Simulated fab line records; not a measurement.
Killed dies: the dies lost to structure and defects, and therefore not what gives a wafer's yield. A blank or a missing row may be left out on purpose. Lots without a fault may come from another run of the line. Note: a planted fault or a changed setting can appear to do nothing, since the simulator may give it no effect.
A lot that was struck, set against a sound lot -- flow n5_finfet -- 15 out of 1938 route steps
Sound: the wafers L860.2, L860.4, L860.5. Struck: wafers L871.1, L871.6 (left out: L871.3, a lot-mate that was not struck); the cause follows at the end.
Per side, at each step with rows, come the tool, then ch with its chambers, and then its first start. Under that, the readings that differ: sound wafers -- struck wafers -- difference of the means -- sigmas: that difference in standard deviations of wafers without a fault.
alike: words and numbers the same on both sides, and readings whose means are apart by under 2 such deviations; not compared: readings that were withheld, readings missing a value for some wafer, numbers with overlapping values and no deviation given by the record, and bounds like >300 which may hide the same value.
Wherever a step has rows on one side only, a row that says differs or no value, or a row with sigmas, the two part there. Numbers that don't overlap but have no deviation are shown without sigmas and don't part them. A reading that every wafer of one side lacks parts them only if that side has two wafers or more.

first, 3 steps without rows for these wafers: N5_BEOL_M5_EXPOSE_25 (exposes mask V4, defocus 10 nm); N5_BEOL_M5_PEB_26 (peb time 60 s); N5_BEOL_M5_DEVELOP_27 (develop time 30 s).
N5_BEOL_M5_CD_MEAS_28: target cd 30.6 nm, target cd y 20 nm.
  sound on cd_sem-02 ch 0, day 9 17:40; struck on cd_sem-01 ch 0, day 12 15:28
  alike: cd_nm
N5_BEOL_M5_OVL_MEAS_29:
  sound on overlay-01 ch 0, day 9 17:42; struck on overlay-01 ch 0, day 12 15:29
  alike: V4_OVL
N5_BEOL_M5_INSPECT_30: inspects for defects (brightfield).
  struck on defect_inspect-01, day 12 15:33; sound on defect_inspect-02, day 9 17:45
  alike: raw_defect_count
N5_BEOL_M5_DESCUM_33: chemistry O2, time 7 s.
  sound on rie_diel-03 ch 0,1, day 9 17:47; struck on rie_diel-03 ch 2, day 12 15:35
  alike: drypump_motor_current_A, oes_product_au, rf_vpp_V, showerhead_plenum_p_Torr, throttle_valve_pct
  not compared: rf_hours_counter_h
N5_BEOL_M5_ETCH_75: etches underlayer in N2/H2, target depth 6.5 nm, time 5.2 s.
  sound on rie_diel-03 ch 0,1, day 9 17:49; struck on rie_diel-03 ch 2, day 12 15:37
  alike: bias_w, drypump_motor_current_A, etch_rf_on_time_s, oes_product_au, rf_vpp_V, showerhead_plenum_p_Torr, throttle_valve_pct
  not compared: rf_hours_counter_h
N5_BEOL_M5_ETCH_67: etches SiARC in CF4, target depth 15.6 nm, time 26 s.
  sound on rie_diel-03 ch 0,1, day 9 17:50; struck on rie_diel-03 ch 2, day 12 15:38
  alike: bias_w, drypump_motor_current_A, etch_rf_on_time_s, oes_product_au, rf_vpp_V, showerhead_plenum_p_Torr, throttle_valve_pct
  not compared: rf_hours_counter_h
N5_BEOL_M5_ETCH_68: etches SOC in N2/H2, target depth 80 nm, overetch 16 nm, time 120 s.
  sound on rie_diel-03 ch 0,1, day 9 17:52; struck on rie_diel-03 ch 2, day 12 15:40
  alike: bias_w, drypump_motor_current_A, oes_product_au, rf_vpp_V, showerhead_plenum_p_Torr, throttle_valve_pct
  not compared: rf_hours_counter_h
then, 2 steps without rows for these wafers: N5_BEOL_M5_STRIP_69 (strips in N2/H2); N5_BEOL_M5_STRIP_76 (strips in N2/H2).
N5_BEOL_M5_VIA_ETCH_34: etches SiCOH lowk in C4F6/O2, target depth 88.3 nm, time 39.2 s.
  sound on rie_diel-03 ch 0,1, day 9 17:58; struck on rie_diel-03 ch 2, day 12 15:46
reading,sound,struck,difference,sigmas
bias_w (W),184.2 184.3 185.0,219.7 219.9,+35.3,+71
rf_vpp_V (V),672 672 672,770 770,+98,+22
model.etch.depth_nm (nm),86.84 87.11 87.72,92.01 92.48,+5.02,
  alike: drypump_motor_current_A, oes_product_au, showerhead_plenum_p_Torr, throttle_valve_pct
  not compared: rf_hours_counter_h
then, 2 steps without rows for these wafers: N5_BEOL_M5_STRIP_85 (strips in C4F6/O2); N5_PASSIVATION_PROBE_49.

## WHERE THEY PART
Only at N5_BEOL_M5_VIA_ETCH_34, as far as this record shows.

WHY: whatever the simulator had introduced
rie_diel-03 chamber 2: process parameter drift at N5_BEOL_M5_VIA_ETCH_34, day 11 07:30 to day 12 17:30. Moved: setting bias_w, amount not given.
